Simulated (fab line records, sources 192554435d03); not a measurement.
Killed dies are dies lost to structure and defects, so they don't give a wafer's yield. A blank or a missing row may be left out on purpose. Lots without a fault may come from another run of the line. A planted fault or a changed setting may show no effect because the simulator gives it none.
Chamber matching | flow n5_finfet | N5_BEOL_M6_STRIP_19 on rie_diel-05: 4 sister chambers
The step strips in O2. 4 wafers are shown with their chamber, then 10 later ones without.

WAFERS WITH THEIR CHAMBER
wafer  | chamber | drypump_motor_current_A (A)
L092.4 | 2       | 5.7
L088.6 | 0       | 6.1
L087.1 | 1       | 6.3
L087.2 | 3       | 5.5

WAFERS WITHOUT THEIR CHAMBER
wafer  | drypump_motor_current_A (A)
L087.3 | 6.1
L087.4 | 6.3
L087.5 | 6.1
L087.6 | 5.5
L090.2 | 6.2
L090.4 | 6.3
L090.5 | 5.5
L091.1 | 6.3
L091.3 | 5.5
L091.4 | 5.5

WHICH CHAMBER EACH WENT THROUGH
wafer  | from the rows above     | in truth
L087.3 | 0                       | 0
L087.4 | 1                       | 1
L087.5 | 0                       | 0
L087.6 | 3                       | 3
L090.2 | can't be placed: 1 or 0 | 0
L090.4 | 1                       | 1
L090.5 | 3                       | 3
L091.1 | 1                       | 1
L091.3 | 3                       | 3
L091.4 | 3                       | 3
Placed correctly: 9 of 10. Can't be placed from these rows: 1 (the true chamber is among the candidates in 1). Placed wrongly: 0.
How it was worked out, from the rows above alone: a wafer's distance from a chamber is the root of the sum, over the readings, of the square of ((its reading less the chamber's mean) divided by the reading's scatter). The wafer belongs to the nearest chamber; if the next one is less than 2 further off, it can't be placed. A chamber's mean is the mean of its shown wafers. The scatter: with one shown wafer a chamber, the root of the mean of the squares of how far each hidden wafer lies from its nearest shown one.
